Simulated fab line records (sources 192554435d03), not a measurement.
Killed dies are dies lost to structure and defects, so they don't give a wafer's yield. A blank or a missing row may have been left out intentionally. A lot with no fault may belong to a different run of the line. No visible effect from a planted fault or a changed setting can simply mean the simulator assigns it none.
Which tool is to blame? || flow n5_finfet || route of 1938 steps, sampled at 1 step: 12 lots, 36 wafers

## WHAT THE GAUGES READ, wafer by wafer
N5_BEOL_M13_INSPECT_55: inspects for defects (darkfield).
{"lot": "L075", "measured": "day 11 04:12", "on": "defect_inspect-02", "raw_defect_count": "57 62 64"}
{"lot": "L077", "measured": "day 11 14:28", "on": "defect_inspect-02", "raw_defect_count": "39 37 74"}
{"lot": "L079", "measured": "day 12 10:08", "on": "defect_inspect-02", "raw_defect_count": "62 67 52"}
{"lot": "L081", "measured": "day 13 06:58", "on": "defect_inspect-02", "raw_defect_count": "82 42 48"}
{"lot": "L083", "measured": "day 13 13:52", "on": "defect_inspect-02", "raw_defect_count": "127 97 126"}
{"lot": "L085", "measured": "day 13 23:29", "on": "defect_inspect-02", "raw_defect_count": "61 63 66"}
{"lot": "L088", "measured": "day 14 21:21", "on": "defect_inspect-01", "raw_defect_count": "75 71 98"}
{"lot": "L089", "measured": "day 15 15:23", "on": "defect_inspect-02", "raw_defect_count": "103 80 99"}
{"lot": "L091", "measured": "day 15 20:44", "on": "defect_inspect-02", "raw_defect_count": "106 132 104"}
{"lot": "L094", "measured": "day 16 05:58", "on": "defect_inspect-02", "raw_defect_count": "117 79 91"}
{"lot": "L093", "measured": "day 16 20:30", "on": "defect_inspect-02", "raw_defect_count": "50 53 58"}
{"lot": "L097", "measured": "day 17 23:34", "on": "defect_inspect-01", "raw_defect_count": "88 62 55"}

## EACH LOT AND THE TOOL THAT RAN IT (in order: tool; ch and the chambers of the sampled wafers; start)
Before these readings, the record contains no process step.

## THE ANSWER, worked out from the rows above alone
Rule: what is usual is taken from the lots themselves. Put in order of their means at a reading, lots are off if they are a third of the lots or fewer, leave a main group of 4 or more, and stand apart from it by a gap of 3 or more times the standard deviation of the main group's means; of several such gaps the widest counts. A main group whose means are all the same, to the digits that the tables above print for the reading, isn't used. Also off: a lot with no number at a reading for which 4 or more lots have one. Any other lot the step has rows for is counted as sound.
Nothing can be told from this: no lot is off at any reading shown.

## WHAT THE SIMULATOR PUT IN
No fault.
